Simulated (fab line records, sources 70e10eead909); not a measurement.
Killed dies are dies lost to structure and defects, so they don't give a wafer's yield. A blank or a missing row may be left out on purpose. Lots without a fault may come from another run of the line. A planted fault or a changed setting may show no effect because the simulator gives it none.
Chamber matching | flow nand_harc | NHARC_P_GATE_DESCUM_61 on rie_diel-11: 4 sister chambers
The step chemistry O2, time 3 s. 8 wafers are shown with their chamber, then 8 later ones without.

WAFERS WITH THEIR CHAMBER
wafer  | chamber | showerhead_plenum_p_Torr (Torr) | rf_vpp_V (V)
L075.1 | 3       | 2.02                            | 60.1
L076.2 | 0       | 1.98                            | 58.8
L076.5 | 1       | 1.78                            | 57.0
L082.3 | 0       | 1.97                            | 57.7
L082.6 | 3       | 2.01                            | 58.2
L080.4 | 1       | 1.78                            | 56.3
L080.5 | 2       | 1.88                            | 57.6
L090.1 | 2       | 1.88                            | 58.1

WAFERS WITHOUT THEIR CHAMBER
wafer  | showerhead_plenum_p_Torr (Torr) | rf_vpp_V (V)
L090.3 | 1.78                            | 57.3
L090.5 | 1.88                            | 58.3
L095.1 | 1.88                            | 59.0
L095.3 | 1.78                            | 57.6
L095.5 | 2.01                            | 59.4
L097.2 | 2.01                            | 59.0
L097.3 | 1.78                            | 57.0
L097.6 | 1.78                            | 56.2

WHICH CHAMBER EACH WENT THROUGH
wafer  | from the rows above | in truth
L090.3 | 1                   | 1
L090.5 | 2                   | 2
L095.1 | 2                   | 2
L095.3 | 1                   | 1
L095.5 | 3                   | 3
L097.2 | 3                   | 3
L097.3 | 1                   | 1
L097.6 | 1                   | 1
Placed correctly: 8 of 8. Can't be placed from these rows: 0. Placed wrongly: 0.
How it was worked out, from the rows above alone: a wafer's distance from a chamber is the root of the sum, over the readings, of the square of ((its reading less the chamber's mean) divided by the reading's scatter). The wafer belongs to the nearest chamber; if the next one is less than 2 further off, it can't be placed. A chamber's mean is the mean of its shown wafers. The scatter: the root of (the sum of the squares of (reading less its chamber's mean) over the shown wafers, divided by (wafers less chambers)).
